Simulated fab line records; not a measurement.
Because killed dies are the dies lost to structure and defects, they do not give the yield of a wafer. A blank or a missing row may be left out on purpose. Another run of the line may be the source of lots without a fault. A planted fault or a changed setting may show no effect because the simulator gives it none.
The tool behind it: which one? / flow nand_harc / Sampling: 24 lots, 72 wafers, 6 of 1302 route steps

## WHAT THE GAUGES SHOWED, per wafer
NHARC_P_M0_CD_MEAS_16. Usual: cd_nm at 89.8 nm, with a standard deviation of 0.79.
lot=L074; measured=day 6 01:45; on=cd_sem-03; cd_nm (nm)=90.1 90.0 89.9; flag=
lot=L075; measured=day 6 09:07; on=cd_sem-01; cd_nm (nm)=90.2 89.7 90.6; flag=
lot=L076; measured=day 6 22:12; on=cd_sem-02; cd_nm (nm)=90.8 89.3 89.7; flag=
lot=L077; measured=day 7 03:43; on=cd_sem-03; cd_nm (nm)=88.9 89.8 89.5; flag=
lot=L078; measured=day 7 14:17; on=cd_sem-02; cd_nm (nm)=90.2 90.5 90.4; flag=
lot=L079; measured=day 8 00:49; on=cd_sem-01; cd_nm (nm)=90.8 91.2 90.0; flag=
lot=L080; measured=day 8 17:20; on=cd_sem-02; cd_nm (nm)=91.4 89.4 90.5; flag=
lot=L081; measured=day 9 01:09; on=cd_sem-03; cd_nm (nm)=89.3 89.7 89.3; flag=
lot=L082; measured=day 9 08:32; on=cd_sem-01; cd_nm (nm)=91.3 89.4 91.2; flag=
lot=L083; measured=day 9 23:41; on=cd_sem-01; cd_nm (nm)=89.2 91.5 90.9; flag=
lot=L084; measured=day 10 07:14; on=cd_sem-02; cd_nm (nm)=90.2 89.6 91.0; flag=
lot=L085; measured=day 10 17:02; on=cd_sem-03; cd_nm (nm)=89.9 88.5 89.1; flag=
lot=L086; measured=day 10 20:27; on=cd_sem-02; cd_nm (nm)=90.3 90.3 90.8; flag=
lot=L087; measured=day 11 08:56; on=cd_sem-03; cd_nm (nm)=89.7 89.9 89.7; flag=
lot=L088; measured=day 12 10:43; on=cd_sem-02; cd_nm (nm)=90.4 89.1 88.5; flag=
lot=L089; measured=day 12 11:17; on=cd_sem-03; cd_nm (nm)=89.1 89.2 90.3; flag=
lot=L090; measured=day 12 20:30; on=cd_sem-03; cd_nm (nm)=89.1 90.4 90.7; flag=
lot=L091; measured=day 12 23:30; on=cd_sem-01; cd_nm (nm)=90.3 89.0 89.9; flag=
lot=L092; measured=day 13 14:16; on=cd_sem-03; cd_nm (nm)=89.3 88.4 90.5; flag=
lot=L093; measured=day 14 06:15; on=cd_sem-02; cd_nm (nm)=89.4 88.7 89.0; flag=
lot=L094; measured=day 14 06:53; on=cd_sem-03; cd_nm (nm)=89.1 89.6 89.0; flag=
lot=L095; measured=day 14 23:32; on=cd_sem-01; cd_nm (nm)=88.1 89.2 88.3; flag=
lot=L096; measured=day 15 03:25; on=cd_sem-03; cd_nm (nm)=88.9 90.2 90.8; flag=
lot=L097; measured=day 15 10:56; on=cd_sem-02; cd_nm (nm)=89.5 90.1 91.0; flag=

NHARC_P_M2_CD_MEAS_16. Usual: cd_nm at 170.2 nm, with a standard deviation of 0.75.
lot=L074; measured=day 6 09:55; on=cd_sem-01; cd_nm (nm)=169.9 170.2 169.1; flag=
lot=L075; measured=day 6 17:39; on=cd_sem-03; cd_nm (nm)=168.4 171.2 168.7; flag=
lot=L076; measured=day 7 06:25; on=cd_sem-02; cd_nm (nm)=169.6 170.1 171.0; flag=
lot=L077; measured=day 7 11:46; on=cd_sem-03; cd_nm (nm)=171.8 170.9 170.0; flag=
lot=L078; measured=day 7 22:25; on=cd_sem-03; cd_nm (nm)=170.4 170.7 171.7; flag=
lot=L079; measured=day 8 09:05; on=cd_sem-01; cd_nm (nm)=169.4 169.5 171.1; flag=
lot=L080; measured=day 9 01:22; on=cd_sem-01; cd_nm (nm)=171.2 169.9 170.1; flag=
lot=L081; measured=day 9 09:14; on=cd_sem-02; cd_nm (nm)=170.8 169.4 170.9; flag=
lot=L082; measured=day 9 16:55; on=cd_sem-02; cd_nm (nm)=171.5 169.8 170.6; flag=
lot=L083; measured=day 10 07:39; on=cd_sem-03; cd_nm (nm)=169.7 170.7 169.7; flag=
lot=L084; measured=day 10 15:19; on=cd_sem-01; cd_nm (nm)=169.8 169.6 169.4; flag=
lot=L085; measured=day 11 01:14; on=cd_sem-03; cd_nm (nm)=171.1 170.9 170.6; flag=
lot=L086; measured=day 11 04:43; on=cd_sem-02; cd_nm (nm)=170.1 170.9 171.4; flag=
lot=L087; measured=day 11 17:09; on=cd_sem-02; cd_nm (nm)=170.0 169.4 170.7; flag=
lot=L088; measured=day 12 19:14; on=cd_sem-03; cd_nm (nm)=170.9 168.9 171.0; flag=
lot=L089; measured=day 12 20:07; on=cd_sem-02; cd_nm (nm)=171.5 171.2 172.2; flag=
lot=L090; measured=day 13 05:20; on=cd_sem-02; cd_nm (nm)=169.8 169.4 169.3; flag=
lot=L091; measured=day 13 07:54; on=cd_sem-03; cd_nm (nm)=169.8 170.2 169.6; flag=
lot=L092; measured=day 13 22:44; on=cd_sem-01; cd_nm (nm)=170.1 170.0 170.4; flag=
lot=L093; measured=day 14 14:20; on=cd_sem-03; cd_nm (nm)=169.9 169.1 170.0; flag=
lot=L094; measured=day 14 15:18; on=cd_sem-01; cd_nm (nm)=170.6 170.6 170.3; flag=
lot=L095; measured=day 15 07:52; on=cd_sem-02; cd_nm (nm)=171.3 169.7 171.3; flag=
lot=L096; measured=day 15 11:38; on=cd_sem-03; cd_nm (nm)=171.0 171.3 169.5; flag=
lot=L097; measured=day 15 19:19; on=cd_sem-01; cd_nm (nm)=169.8 170.7 171.2; flag=

## WHICH TOOL RAN EACH LOT (tool, then ch and the chambers of the sampled wafers, then the start)
lot=L074; NHARC_P_GATE_DEP_103=pecvd-03 ch 0,2, day 5 00:18; NHARC_P_CONTACT_DEP_30=pecvd-01 ch 0,2, day 5 19:42; NHARC_P_CONTACT_PVD_32=pvd_sputter-03, day 6 00:05 or earlier; NHARC_P_CONTACT_CMP_24=cmp-03 ch 0,1,2, day 6 00:05
lot=L075; NHARC_P_GATE_DEP_103=pecvd-02 ch 1,2, day 5 07:42; NHARC_P_CONTACT_DEP_30=pecvd-02 ch 0,2, day 6 02:56; NHARC_P_CONTACT_PVD_32=pvd_sputter-01, day 6 07:24 or earlier; NHARC_P_CONTACT_CMP_24=cmp-01 ch 0,1,3, day 6 07:24
lot=L076; NHARC_P_GATE_DEP_103=pecvd-01 ch 1,2, day 5 20:36; NHARC_P_CONTACT_DEP_30=pecvd-02 ch 1,2, day 6 16:04; NHARC_P_CONTACT_PVD_32=pvd_sputter-02, day 6 20:20 or earlier; NHARC_P_CONTACT_CMP_24=cmp-03 ch 0,2,3, day 6 20:20
lot=L077; NHARC_P_GATE_DEP_103=pecvd-02 ch 0,1,2, day 6 01:31; NHARC_P_CONTACT_DEP_30=pecvd-02 ch 0,2, day 6 20:46; NHARC_P_CONTACT_PVD_32=pvd_sputter-01, day 7 01:18 or earlier; NHARC_P_CONTACT_CMP_24=cmp-03 ch 0,3, day 7 01:18
lot=L078; NHARC_P_GATE_DEP_103=pecvd-02 ch 0,1, day 6 13:00; NHARC_P_CONTACT_DEP_30=pecvd-01 ch 0,1,2, day 7 07:58; NHARC_P_CONTACT_PVD_32=pvd_sputter-02, day 7 12:32 or earlier; NHARC_P_CONTACT_CMP_24=cmp-04 ch 1,3, day 7 12:32
lot=L079; NHARC_P_GATE_DEP_103=pecvd-01 ch 1,2, day 6 23:37; NHARC_P_CONTACT_DEP_30=pecvd-02 ch 0,1, day 7 18:49; NHARC_P_CONTACT_PVD_32=pvd_sputter-02, day 7 23:10 or earlier; NHARC_P_CONTACT_CMP_24=cmp-04 ch 1,2, day 7 23:10
lot=L080; NHARC_P_GATE_DEP_103=pecvd-01 ch 0,1,2, day 7 15:46; NHARC_P_CONTACT_DEP_30=pecvd-02 ch 1,2, day 8 11:02; NHARC_P_CONTACT_PVD_32=pvd_sputter-03, day 8 15:28 or earlier; NHARC_P_CONTACT_CMP_24=cmp-04 ch 2,3, day 8 15:28
lot=L081; NHARC_P_GATE_DEP_103=pecvd-02 ch 0,1,2, day 7 23:03; NHARC_P_CONTACT_DEP_30=pecvd-01 ch 0,1,2, day 8 18:23; NHARC_P_CONTACT_PVD_32=pvd_sputter-01, day 8 23:29 or earlier; NHARC_P_CONTACT_CMP_24=cmp-04 ch 0,1,3, day 8 23:29
lot=L082; NHARC_P_GATE_DEP_103=pecvd-03 ch 0,1, day 8 07:13; NHARC_P_CONTACT_DEP_30=pecvd-01 ch 0,1, day 9 02:32; NHARC_P_CONTACT_PVD_32=pvd_sputter-01, day 9 06:53 or earlier; NHARC_P_CONTACT_CMP_24=cmp-01 ch 1,3, day 9 06:53
lot=L083; NHARC_P_GATE_DEP_103=pecvd-01 ch 1,2, day 8 22:20; NHARC_P_CONTACT_DEP_30=pecvd-04 ch 0,1, day 9 17:29; NHARC_P_CONTACT_PVD_32=pvd_sputter-03, day 9 21:56 or earlier; NHARC_P_CONTACT_CMP_24=cmp-01 ch 0,2,3, day 9 21:56
lot=L084; NHARC_P_GATE_DEP_103=pecvd-02 ch 0,2, day 9 05:58; NHARC_P_CONTACT_DEP_30=pecvd-04 ch 0,1, day 10 01:01; NHARC_P_CONTACT_PVD_32=pvd_sputter-03, day 10 05:26 or earlier; NHARC_P_CONTACT_CMP_24=cmp-03 ch 0,1, day 10 05:26
lot=L085; NHARC_P_GATE_DEP_103=pecvd-02 ch 0,1,2, day 9 15:33; NHARC_P_CONTACT_DEP_30=pecvd-04 ch 1,2, day 10 10:53; NHARC_P_CONTACT_PVD_32=pvd_sputter-03, day 10 15:15 or earlier; NHARC_P_CONTACT_CMP_24=cmp-01 ch 0,1,2, day 10 15:15
lot=L086; NHARC_P_GATE_DEP_103=pecvd-02 ch 0,2, day 9 19:15; NHARC_P_CONTACT_DEP_30=pecvd-04 ch 0,2, day 10 14:22; NHARC_P_CONTACT_PVD_32=pvd_sputter-02, day 10 18:44 or earlier; NHARC_P_CONTACT_CMP_24=cmp-01 ch 1,2,3, day 10 18:44
lot=L087; NHARC_P_GATE_DEP_103=pecvd-01 ch 0,1,2, day 10 07:32; NHARC_P_CONTACT_DEP_30=pecvd-02 ch 0,1, day 11 02:54; NHARC_P_CONTACT_PVD_32=pvd_sputter-02, day 11 07:10 or earlier; NHARC_P_CONTACT_CMP_24=cmp-01 ch 0,1,2, day 11 07:10
lot=L088; NHARC_P_GATE_DEP_103=pecvd-03 ch 1,2, day 11 08:49; NHARC_P_CONTACT_DEP_30=pecvd-01 ch 1,2, day 12 04:11; NHARC_P_CONTACT_PVD_32=pvd_sputter-03, day 12 08:52 or earlier; NHARC_P_CONTACT_CMP_24=cmp-03 ch 1,2, day 12 08:52
lot=L089; NHARC_P_GATE_DEP_103=pecvd-03 ch 0,2, day 11 09:31; NHARC_P_CONTACT_DEP_30=pecvd-02 ch 0,1,2, day 12 04:55; NHARC_P_CONTACT_PVD_32=pvd_sputter-01, day 12 09:25 or earlier; NHARC_P_CONTACT_CMP_24=cmp-04 ch 0,1,3, day 12 09:25
lot=L090; NHARC_P_GATE_DEP_103=pecvd-02 ch 0,1,2, day 11 19:25; NHARC_P_CONTACT_DEP_30=pecvd-02 ch 1,2, day 12 14:35; NHARC_P_CONTACT_PVD_32=pvd_sputter-02, day 12 18:51 or earlier; NHARC_P_CONTACT_CMP_24=cmp-01 ch 0,1,2, day 12 18:51
lot=L091; NHARC_P_GATE_DEP_103=pecvd-01 ch 0,1,2, day 11 22:23; NHARC_P_CONTACT_DEP_30=pecvd-02 ch 0,1, day 12 17:24; NHARC_P_CONTACT_PVD_32=pvd_sputter-03, day 12 21:52 or earlier; NHARC_P_CONTACT_CMP_24=cmp-03 ch 0,2,3, day 12 21:52
lot=L092; NHARC_P_GATE_DEP_103=pecvd-02 ch 0,1,2, day 12 13:06; NHARC_P_CONTACT_DEP_30=pecvd-04 ch 0,2, day 13 08:16; NHARC_P_CONTACT_PVD_32=pvd_sputter-01, day 13 12:37 or earlier; NHARC_P_CONTACT_CMP_24=cmp-01 ch 1,2, day 13 12:37
lot=L093; NHARC_P_GATE_DEP_103=pecvd-02 ch 0,2, day 13 05:01; NHARC_P_CONTACT_DEP_30=pecvd-04 ch 0,1, day 14 00:11; NHARC_P_CONTACT_PVD_32=pvd_sputter-01, day 14 04:29 or earlier; NHARC_P_CONTACT_CMP_24=cmp-01 ch 1,2, day 14 04:29
lot=L094; NHARC_P_GATE_DEP_103=pecvd-03 ch 0,1,2, day 13 05:29; NHARC_P_CONTACT_DEP_30=pecvd-02 ch 0,1,2, day 14 00:46; NHARC_P_CONTACT_PVD_32=pvd_sputter-02, day 14 05:08 or earlier; NHARC_P_CONTACT_CMP_24=cmp-03 ch 1,2,3, day 14 05:08
lot=L095; NHARC_P_GATE_DEP_103=pecvd-02 ch 1,2, day 13 22:12; NHARC_P_CONTACT_DEP_30=pecvd-04 ch 0,2, day 14 17:32; NHARC_P_CONTACT_PVD_32=pvd_sputter-02, day 14 21:44 or earlier; NHARC_P_CONTACT_CMP_24=cmp-03 ch 0,3, day 14 21:44
lot=L096; NHARC_P_GATE_DEP_103=pecvd-02 ch 0,1, day 14 02:06; NHARC_P_CONTACT_DEP_30=pecvd-04 ch 0,1, day 14 21:23; NHARC_P_CONTACT_PVD_32=pvd_sputter-02, day 15 01:45 or earlier; NHARC_P_CONTACT_CMP_24=cmp-04 ch 1,2, day 15 01:45
lot=L097; NHARC_P_GATE_DEP_103=pecvd-03 ch 0,1,2, day 14 09:59; NHARC_P_CONTACT_DEP_30=pecvd-01 ch 0,2, day 15 04:54; NHARC_P_CONTACT_PVD_32=pvd_sputter-02, day 15 09:13 or earlier; NHARC_P_CONTACT_CMP_24=cmp-04 ch 2,3, day 15 09:13
- NHARC_P_GATE_DEP_103: deposits SiON, target thk 30 nm.
- NHARC_P_CONTACT_DEP_30: deposits SiNx, target thk 30 nm.
- NHARC_P_CONTACT_PVD_32: deposits Ti, target thk 5 nm, time 17.7 s.
- NHARC_P_CONTACT_CMP_24: polishes, t overpolish 30 s, target thk 200 nm.

## AS READ BY THE TOOLS THEMSELVES (means over the sampled wafers that have a number; for cases with no such wafer, the mark the record gives instead)
NHARC_P_GATE_DEP_103. Usual: heater_power_w at 718 W, with a standard deviation of 120.
lot=L074; tool=pecvd-03; heater_power_w (W)=654; flag=
lot=L075; tool=pecvd-02; heater_power_w (W)=770; flag=
lot=L076; tool=pecvd-01; heater_power_w (W)=643; flag=
lot=L077; tool=pecvd-02; heater_power_w (W)=723; flag=
lot=L078; tool=pecvd-02; heater_power_w (W)=674; flag=
lot=L079; tool=pecvd-01; heater_power_w (W)=616; flag=
lot=L080; tool=pecvd-01; heater_power_w (W)=712; flag=
lot=L081; tool=pecvd-02; heater_power_w (W)=712; flag=
lot=L082; tool=pecvd-03; heater_power_w (W)=692; flag=
lot=L083; tool=pecvd-01; heater_power_w (W)=652; flag=
lot=L084; tool=pecvd-02; heater_power_w (W)=715; flag=
lot=L085; tool=pecvd-02; heater_power_w (W)=732; flag=
lot=L086; tool=pecvd-02; heater_power_w (W)=682; flag=
lot=L087; tool=pecvd-01; heater_power_w (W)=789; flag=
lot=L088; tool=pecvd-03; heater_power_w (W)=786; flag=
lot=L089; tool=pecvd-03; heater_power_w (W)=635; flag=
lot=L090; tool=pecvd-02; heater_power_w (W)=738; flag=
lot=L091; tool=pecvd-01; heater_power_w (W)=734; flag=
lot=L092; tool=pecvd-02; heater_power_w (W)=702; flag=
lot=L093; tool=pecvd-02; heater_power_w (W)=719; flag=
lot=L094; tool=pecvd-03; heater_power_w (W)=710; flag=
lot=L095; tool=pecvd-02; heater_power_w (W)=738; flag=
lot=L096; tool=pecvd-02; heater_power_w (W)=663; flag=
lot=L097; tool=pecvd-03; heater_power_w (W)=726; flag=

NHARC_P_CONTACT_DEP_30. Usual: heater_power_w at 722 W, with a standard deviation of 110.
lot=L074; tool=pecvd-01; heater_power_w (W)=755; flag=
lot=L075; tool=pecvd-02; heater_power_w (W)=629; flag=
lot=L076; tool=pecvd-02; heater_power_w (W)=799; flag=
lot=L077; tool=pecvd-02; heater_power_w (W)=597; flag=
lot=L078; tool=pecvd-01; heater_power_w (W)=694; flag=
lot=L079; tool=pecvd-02; heater_power_w (W)=731; flag=
lot=L080; tool=pecvd-02; heater_power_w (W)=731; flag=
lot=L081; tool=pecvd-01; heater_power_w (W)=710; flag=
lot=L082; tool=pecvd-01; heater_power_w (W)=818; flag=
lot=L083; tool=pecvd-04; heater_power_w (W)=778; flag=
lot=L084; tool=pecvd-04; heater_power_w (W)=748; flag=
lot=L085; tool=pecvd-04; heater_power_w (W)=804; flag=
lot=L086; tool=pecvd-04; heater_power_w (W)=787; flag=
lot=L087; tool=pecvd-02; heater_power_w (W)=706; flag=
lot=L088; tool=pecvd-01; heater_power_w (W)=634; flag=
lot=L089; tool=pecvd-02; heater_power_w (W)=684; flag=
lot=L090; tool=pecvd-02; heater_power_w (W)=718; flag=
lot=L091; tool=pecvd-02; heater_power_w (W)=679; flag=
lot=L092; tool=pecvd-04; heater_power_w (W)=711; flag=
lot=L093; tool=pecvd-04; heater_power_w (W)=821; flag=
lot=L094; tool=pecvd-02; heater_power_w (W)=699; flag=
lot=L095; tool=pecvd-04; heater_power_w (W)=736; flag=
lot=L096; tool=pecvd-04; heater_power_w (W)=829; flag=
lot=L097; tool=pecvd-01; heater_power_w (W)=726; flag=

NHARC_P_CONTACT_PVD_32. Usual: cathode_dc_power_W 4999.9 W, standard deviation 0.84; substrate_temp_c 199.99 C, standard deviation 0.16; throttle_valve_pct 30.7 %, standard deviation 0.87.
lot=L074; tool=pvd_sputter-03; cathode_dc_power_W (W)=5000.4; substrate_temp_c (C)=200.04; throttle_valve_pct (%)=31.5; flag=
lot=L075; tool=pvd_sputter-01; cathode_dc_power_W (W)=4999.6; substrate_temp_c (C)=200.04; throttle_valve_pct (%)=30.6; flag=
lot=L076; tool=pvd_sputter-02; cathode_dc_power_W (W)=4999.3; substrate_temp_c (C)=199.91; throttle_valve_pct (%)=30.7; flag=
lot=L077; tool=pvd_sputter-01; cathode_dc_power_W (W)=4999.3; substrate_temp_c (C)=199.77; throttle_valve_pct (%)=30.1; flag=
lot=L078; tool=pvd_sputter-02; cathode_dc_power_W (W)=5000.1; substrate_temp_c (C)=200.00; throttle_valve_pct (%)=31.0; flag=
lot=L079; tool=pvd_sputter-02; cathode_dc_power_W (W)=4999.6; substrate_temp_c (C)=199.98; throttle_valve_pct (%)=30.2; flag=
lot=L080; tool=pvd_sputter-03; cathode_dc_power_W (W)=5000.1; substrate_temp_c (C)=200.03; throttle_valve_pct (%)=31.0; flag=
lot=L081; tool=pvd_sputter-01; cathode_dc_power_W (W)=5000.2; substrate_temp_c (C)=199.95; throttle_valve_pct (%)=30.6; flag=
lot=L082; tool=pvd_sputter-01; cathode_dc_power_W (W)=4999.9; substrate_temp_c (C)=199.89; throttle_valve_pct (%)=31.5; flag=
lot=L083; tool=pvd_sputter-03; cathode_dc_power_W (W)=5000.1; substrate_temp_c (C)=200.30; throttle_valve_pct (%)=30.3; flag=
lot=L084; tool=pvd_sputter-03; cathode_dc_power_W (W)=5000.2; substrate_temp_c (C)=200.04; throttle_valve_pct (%)=30.4; flag=
lot=L085; tool=pvd_sputter-03; cathode_dc_power_W (W)=4999.0; substrate_temp_c (C)=199.82; throttle_valve_pct (%)=31.1; flag=
lot=L086; tool=pvd_sputter-02; cathode_dc_power_W (W)=5000.4; substrate_temp_c (C)=199.92; throttle_valve_pct (%)=30.9; flag=
lot=L087; tool=pvd_sputter-02; cathode_dc_power_W (W)=4999.6; substrate_temp_c (C)=200.01; throttle_valve_pct (%)=30.5; flag=
lot=L088; tool=pvd_sputter-03; cathode_dc_power_W (W)=4999.4; substrate_temp_c (C)=200.00; throttle_valve_pct (%)=31.0; flag=
lot=L089; tool=pvd_sputter-01; cathode_dc_power_W (W)=5000.6; substrate_temp_c (C)=200.10; throttle_valve_pct (%)=30.6; flag=
lot=L090; tool=pvd_sputter-02; cathode_dc_power_W (W)=4999.3; substrate_temp_c (C)=199.99; throttle_valve_pct (%)=30.3; flag=
lot=L091; tool=pvd_sputter-03; cathode_dc_power_W (W)=5000.1; substrate_temp_c (C)=199.89; throttle_valve_pct (%)=30.8; flag=
lot=L092; tool=pvd_sputter-01; cathode_dc_power_W (W)=5000.4; substrate_temp_c (C)=199.89; throttle_valve_pct (%)=30.6; flag=
lot=L093; tool=pvd_sputter-01; cathode_dc_power_W (W)=4999.8; substrate_temp_c (C)=199.93; throttle_valve_pct (%)=31.4; flag=
lot=L094; tool=pvd_sputter-02; cathode_dc_power_W (W)=4999.5; substrate_temp_c (C)=199.93; throttle_valve_pct (%)=30.3; flag=
lot=L095; tool=pvd_sputter-02; cathode_dc_power_W (W)=4999.6; substrate_temp_c (C)=199.91; throttle_valve_pct (%)=30.0; flag=
lot=L096; tool=pvd_sputter-02; cathode_dc_power_W (W)=5000.2; substrate_temp_c (C)=199.93; throttle_valve_pct (%)=30.1; flag=
lot=L097; tool=pvd_sputter-02; cathode_dc_power_W (W)=5000.4; substrate_temp_c (C)=200.01; throttle_valve_pct (%)=31.0; flag=

NHARC_P_CONTACT_CMP_24. Usual: motor_current_A 11.5 A, standard deviation 1; overpolish_run_s 30.000 s, standard deviation 0.0097; time_to_endpoint_s 39.3 s, standard deviation 2.
lot=L074; tool=cmp-03; motor_current_A (A)=11.8; overpolish_run_s (s)=30.002; time_to_endpoint_s (s)=39.5; flag=
lot=L075; tool=cmp-01; motor_current_A (A)=11.6; overpolish_run_s (s)=29.999; time_to_endpoint_s (s)=38.2; flag=
lot=L076; tool=cmp-03; motor_current_A (A)=12.3; overpolish_run_s (s)=29.994; time_to_endpoint_s (s)=40.5; flag=
lot=L077; tool=cmp-03; motor_current_A (A)=11.9; overpolish_run_s (s)=30.000; time_to_endpoint_s (s)=35.6; flag=
lot=L078; tool=cmp-04; motor_current_A (A)=11.2; overpolish_run_s (s)=30.001; time_to_endpoint_s (s)=41.7; flag=
lot=L079; tool=cmp-04; motor_current_A (A)=12.7; overpolish_run_s (s)=30.007; time_to_endpoint_s (s)=38.5; flag=
lot=L080; tool=cmp-04; motor_current_A (A)=11.0; overpolish_run_s (s)=29.996; time_to_endpoint_s (s)=37.7; flag=
lot=L081; tool=cmp-04; motor_current_A (A)=10.7; overpolish_run_s (s)=29.998; time_to_endpoint_s (s)=36.8; flag=
lot=L082; tool=cmp-01; motor_current_A (A)=11.3; overpolish_run_s (s)=29.997; time_to_endpoint_s (s)=37.7; flag=
lot=L083; tool=cmp-01; motor_current_A (A)=11.3; overpolish_run_s (s)=29.992; time_to_endpoint_s (s)=39.9; flag=
lot=L084; tool=cmp-03; motor_current_A (A)=10.8; overpolish_run_s (s)=30.009; time_to_endpoint_s (s)=38.1; flag=
lot=L085; tool=cmp-01; motor_current_A (A)=11.5; overpolish_run_s (s)=30.009; time_to_endpoint_s (s)=39.5; flag=
lot=L086; tool=cmp-01; motor_current_A (A)=11.4; overpolish_run_s (s)=30.002; time_to_endpoint_s (s)=40.8; flag=
lot=L087; tool=cmp-01; motor_current_A (A)=11.5; overpolish_run_s (s)=30.002; time_to_endpoint_s (s)=41.1; flag=
lot=L088; tool=cmp-03; motor_current_A (A)=10.8; overpolish_run_s (s)=30.000; time_to_endpoint_s (s)=40.1; flag=
lot=L089; tool=cmp-04; motor_current_A (A)=10.8; overpolish_run_s (s)=30.016; time_to_endpoint_s (s)=41.2; flag=
lot=L090; tool=cmp-01; motor_current_A (A)=11.8; overpolish_run_s (s)=29.997; time_to_endpoint_s (s)=37.2; flag=
lot=L091; tool=cmp-03; motor_current_A (A)=12.7; overpolish_run_s (s)=30.002; time_to_endpoint_s (s)=36.8; flag=
lot=L092; tool=cmp-01; motor_current_A (A)=11.3; overpolish_run_s (s)=29.990; time_to_endpoint_s (s)=42.1; flag=
lot=L093; tool=cmp-01; motor_current_A (A)=11.4; overpolish_run_s (s)=29.998; time_to_endpoint_s (s)=39.2; flag=
lot=L094; tool=cmp-03; motor_current_A (A)=11.6; overpolish_run_s (s)=29.999; time_to_endpoint_s (s)=41.1; flag=
lot=L095; tool=cmp-03; motor_current_A (A)=11.3; overpolish_run_s (s)=29.995; time_to_endpoint_s (s)=38.9; flag=
lot=L096; tool=cmp-04; motor_current_A (A)=11.9; overpolish_run_s (s)=29.998; time_to_endpoint_s (s)=39.5; flag=
lot=L097; tool=cmp-04; motor_current_A (A)=11.8; overpolish_run_s (s)=30.017; time_to_endpoint_s (s)=39.5; flag=

## THE ANSWER, worked out from the rows above alone
Rule: a lot counts as off when the mean over its wafers that have a number is more than 3 standard deviations away from the usual mean. Also off: a lot with no number at a reading for which 4 or more lots have one. The other lots that the step has rows for count as sound. Order of review: gauges by route order, followed by the tools' own readings, for which a lot's mean as printed above is used. At the first step where some lot is off, the reading lying furthest off is the one used; lots without a number count as furthest.
No lot is off at any reading shown: from this, nothing can be told.

## WHAT WAS PUT IN BY THE SIMULATOR
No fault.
